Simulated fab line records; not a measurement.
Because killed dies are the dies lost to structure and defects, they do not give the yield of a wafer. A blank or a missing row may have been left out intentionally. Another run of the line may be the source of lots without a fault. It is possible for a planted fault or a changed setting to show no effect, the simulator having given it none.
One fault through the eyes of 2 desks || flow n5 finfet || each desk holds nothing but its own numbers, with what lay behind them at the end

## AT THE METROLOGY DESK
What the gauges read for every lot (on any tool): the sampled wafers with a number, averaged. A lot is out of limits, marked OUT, if its mean lies more than 4 standard deviations from the usual mean; the brackets give that distance. Only the readings that lie furthest out on some lot appear, 7 of the 10 it has.
Columns: A = DIBL_N at N5_BEOL_M4_RC_MEAS_101, usual 35.8 mV/V; B = IOFF_P at N5_BEOL_M4_RC_MEAS_101, usual 0.21 nA/um; C = ION_N at N5_BEOL_M4_RC_MEAS_101, usual 672 uA/um; D = ION_P at N5_BEOL_M4_RC_MEAS_101, usual 462 uA/um; E = SS_N at N5_BEOL_M4_RC_MEAS_101, usual 71.5 mV/dec; F = VT_N at N5_BEOL_M4_RC_MEAS_101, usual 250 mV; G = VT_P at N5_BEOL_M4_RC_MEAS_101, usual -250 mV
{"lot": "L802", "first seen here": "day 7 22:11", "A": 36.9, "B": 0.20, "C": 675, "D": 455, "E": 72.9, "F": 251, "G": -250}
{"lot": "L805", "first seen here": "day 9 07:46", "A": 34.3, "B": 0.16, "C": 670, "D": 456, "E": 71.0, "F": 251, "G": -254}
{"lot": "L808", "first seen here": "day 9 17:10", "A": 36.5, "B": 0.17, "C": 665, "D": 454, "E": 71.6, "F": 254, "G": -256}
{"lot": "L811", "first seen here": "day 10 23:31", "A": 37.8, "B": 0.21, "C": 668, "D": 458, "E": 71.7, "F": 252, "G": -248}
{"lot": "L816", "first seen here": "day 11 21:47", "A": 37.1, "B": 0.24, "C": 672, "D": 466, "E": 71.9, "F": 248, "G": -249}
{"lot": "L817", "first seen here": "day 11 23:52", "A": 36.2, "B": 0.26, "C": 691, "D": 477, "E": 72.0, "F": 245, "G": -246}
{"lot": "L818", "first seen here": "day 12 20:54", "A": 35.3, "B": 0.22, "C": 688, "D": 466, "E": 71.3, "F": 246, "G": -250}
{"lot": "L821", "first seen here": "day 13 01:29", "A": 34.1, "B": 0.22, "C": 667, "D": 464, "E": 71.4, "F": 251, "G": -247}
{"lot": "L822", "first seen here": "day 13 12:31", "A": 34.0, "B": 0.20, "C": 660, "D": 458, "E": 71.5, "F": 253, "G": -251}
{"lot": "L823", "first seen here": "day 13 15:20", "A": 35.8, "B": 0.22, "C": 682, "D": 467, "E": 71.5, "F": 249, "G": -248}
Finding of this desk: none of the 10 lots has anything out of limits.

## DESK OF THE TOOL OWNER: pecvd-03
The tool's own readings at N5_PASSIVATION_PECVD_01 (deposits SiNx from SiH4/NH3/N2, target thk 200 nm, time 43.2 s): means of the sampled wafers that have a number, for each lot that ran on this tool. A lot is out of limits, marked OUT, if its mean lies more than 4 standard deviations from the usual mean; the brackets give that distance.
Columns: A = heater power w at N5_PASSIVATION_PECVD_01, usual 369 W; B = rf fwd power W at N5_PASSIVATION_PECVD_01, usual 1393 W; C = showerhead plenum p Torr at N5_PASSIVATION_PECVD_01, usual 8.72 Torr; D = throttle valve pct at N5_PASSIVATION_PECVD_01, usual 29.7 %
{"lot": "L808", "first seen here": "day 13 23:53", "A": 397, "B": 1394, "C": 8.71, "D": 28.4}
{"lot": "L811", "first seen here": "day 15 00:46", "A": 419, "B": 1394, "C": 8.76, "D": 28.9}
{"lot": "L816", "first seen here": "day 15 19:31", "A": 418, "B": 1392, "C": 8.75, "D": 28.1}
{"lot": "L817", "first seen here": "day 16 00:40", "A": 454, "B": 1394, "C": 8.65, "D": 28.4}
Finding of this desk: none of the 4 lots has anything out of limits.

## PUT TOGETHER
The metrology desk saw nothing out of limits.
The tool owner's desk saw nothing out of limits.

## WHAT THE SIMULATOR PUT IN
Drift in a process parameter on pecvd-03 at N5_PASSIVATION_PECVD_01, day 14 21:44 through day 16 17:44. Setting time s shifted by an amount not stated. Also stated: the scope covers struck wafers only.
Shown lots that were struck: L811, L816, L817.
